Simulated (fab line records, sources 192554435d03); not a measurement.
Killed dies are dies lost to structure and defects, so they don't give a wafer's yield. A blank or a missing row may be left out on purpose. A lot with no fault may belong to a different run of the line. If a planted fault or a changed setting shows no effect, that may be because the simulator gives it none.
A struck lot beside a sound one    flow n5_finfet    37 out of 1938 route steps
Sound: these wafers, L927.1, L927.2, L927.5. Struck: wafer L921.5 (left out: L921.4, L921.6 of the same lot, which were not struck); the cause appears at the end.
At each step with rows: each side's tool, then ch and its chambers, then its first start. Under that, the readings that differ: sound wafers    struck wafers    difference of the means    sigmas: that difference in standard deviations of wafers without a fault.
alike: a reading whose means differ by less than 2 such deviations, as well as words and numbers matching on both sides. not compared: withheld readings; readings where some wafer has no value; bounds like >300 that might hide an equal value; numbers whose values overlap and for which the record gives no deviation.
A row with sigmas, a row that says differs or no value, or rows on one side alone: a step with any of these is where the two part. Non-overlapping numbers with no deviation appear without sigmas and do not part them. Lack of a reading on every wafer of one side parts them only where that side has two or more wafers.

first, 9 steps without rows for these wafers: N5_BEOL_M7_ALD_77 (deposits TaN, target thk 2 nm, pulse time 2 s, purge time 3 s); N5_BEOL_M7_SURFACE_TREAT_79; N5_BEOL_M7_CVD_78 (deposits Co from CCTBA/H2, target thk 2 nm, time 142.3 s); N5_BEOL_M7_SPUTTER_48 (material Cu, target thk 10 nm, time 1.667 s); N5_BEOL_M7_ECD_50 (material Cu, target thk 300 nm); N5_BEOL_M7_ANNEAL_51 (time 90 s); N5_BEOL_M7_CMP_52 (polishes, stops on SiCOH lowk, t overpolish 6.9 s, target thk 80 nm); N5_BEOL_M7_PRE_CLEAN_55 (time 15 s); N5_BEOL_M7_DEP_56 (deposits SiCN from 3MS/NH3, target thk 10 nm, time 17.5 s).
N5_BEOL_M8_ILD_DEP_00: deposits SiCOH lowk from DEMS/porogen, target thk 179.75 nm, time 33.4 s.
  sound on pecvd-04 ch 0,1, day 14 16:13; struck on pecvd-01 ch 1, day 11 22:33
reading                                             sound            struck  difference  sigmas
model.SiCOH_lowk_of_BEOL_M8_ILD_DEP_00.thk_nm (nm)  179 175.8 182.4  117.2   -61.9       
  alike: heater_power_w, showerhead_plenum_p_Torr, throttle_valve_pct
  not compared: since_wet_clean_h
then, 1 step without rows for these wafers: N5_BEOL_M8_CURE_74 (cures SiCOH lowk, time 240 s).
N5_BEOL_M8_THK_MEAS_01:
  sound: film_metro-02 at day 14 16:47; struck: film_metro-01 at day 11 23:20
reading          sound              struck  difference  sigmas
M8_ILD_THK (nm)  154.5 151.5 157.5  100.6   -53.9       -28
then, 23 steps without rows for these wafers: N5_BEOL_M8_PECVD_70 (deposits SiO2 from TEOS/O2, target thk 20 nm, time 22.7 s); N5_BEOL_M8_HM_DEP_02 (deposits TiN, target thk 20 nm); N5_BEOL_M8_COAT_59 (time 60 s, resist thk 100 nm); N5_BEOL_M8_COAT_60 (time 60 s, resist thk 35 nm); N5_BEOL_M8_COAT_05 (resist thk 90 nm); N5_BEOL_M8_EBR_07; N5_BEOL_M8_SOFTBAKE_06 (time 60 s); N5_BEOL_M8_EXPOSE_08 (exposes mask M8); N5_BEOL_M8_PEB_09 (peb time 60 s); N5_BEOL_M8_DEVELOP_10 (develop time 30 s); N5_BEOL_M8_DESCUM_16 (chemistry O2, time 7.9 s); N5_BEOL_M8_ETCH_61 (etches SiARC in CF4, target depth 45.5 nm, time 75.8 s); N5_BEOL_M8_ETCH_62 (etches SOC in N2/H2, target depth 110 nm, overetch 22 nm, time 165 s); N5_BEOL_M8_STRIP_68 (strips in N2/H2); N5_BEOL_M8_STRIP_67 (strips in CF4); N5_BEOL_M8_HM_OPEN_17 (chemistry Cl2/BCl3, target TiN, target depth 20 nm, overetch 6 nm); N5_BEOL_M8_STRIP_19 (strips in O2); N5_BEOL_M8_COAT_63 (time 60 s, resist thk 60 nm); N5_BEOL_M8_COAT_64 (time 60 s, resist thk 12 nm); N5_BEOL_M8_COAT_71 (time 60 s, resist thk 5 nm); N5_BEOL_M8_COAT_22 (resist thk 30 nm); N5_BEOL_M8_EBR_24; N5_BEOL_M8_SOFTBAKE_23 (time 60 s).
N5_BEOL_M8_CMP_52: polishes, stops on SiCOH lowk, t overpolish 6.9 s, target thk 80 nm.
  sound on cmp-02 ch 0,3, day 14 23:07; struck on cmp-04 ch 0, day 12 05:58
reading                                             sound              struck  difference  sigmas
motor_current_A (A)                                 5.0 6.0 6.1        8.2     +2.5        +4
model.SiCOH_lowk_of_BEOL_M8_ILD_DEP_00.thk_nm (nm)  151.4 148.6 154.4  97.8    -53.7       
-- the record jumps here: 3 days lie between the struck wafers' starts before and after (it left off in module BEOL_M8 and takes up again in module PASSIVATION, whose first step shown is number 1936 of the route) --
N5_PASSIVATION_PROBE_49:
  the record has rows for the struck wafers here (prober-02, day 15 10:10) and none for the sound ones

WHERE THEY PART
Earliest at N5_BEOL_M8_THK_MEAS_01; latest, in this record, at N5_PASSIVATION_PROBE_49.

WHY: what the simulator had put in
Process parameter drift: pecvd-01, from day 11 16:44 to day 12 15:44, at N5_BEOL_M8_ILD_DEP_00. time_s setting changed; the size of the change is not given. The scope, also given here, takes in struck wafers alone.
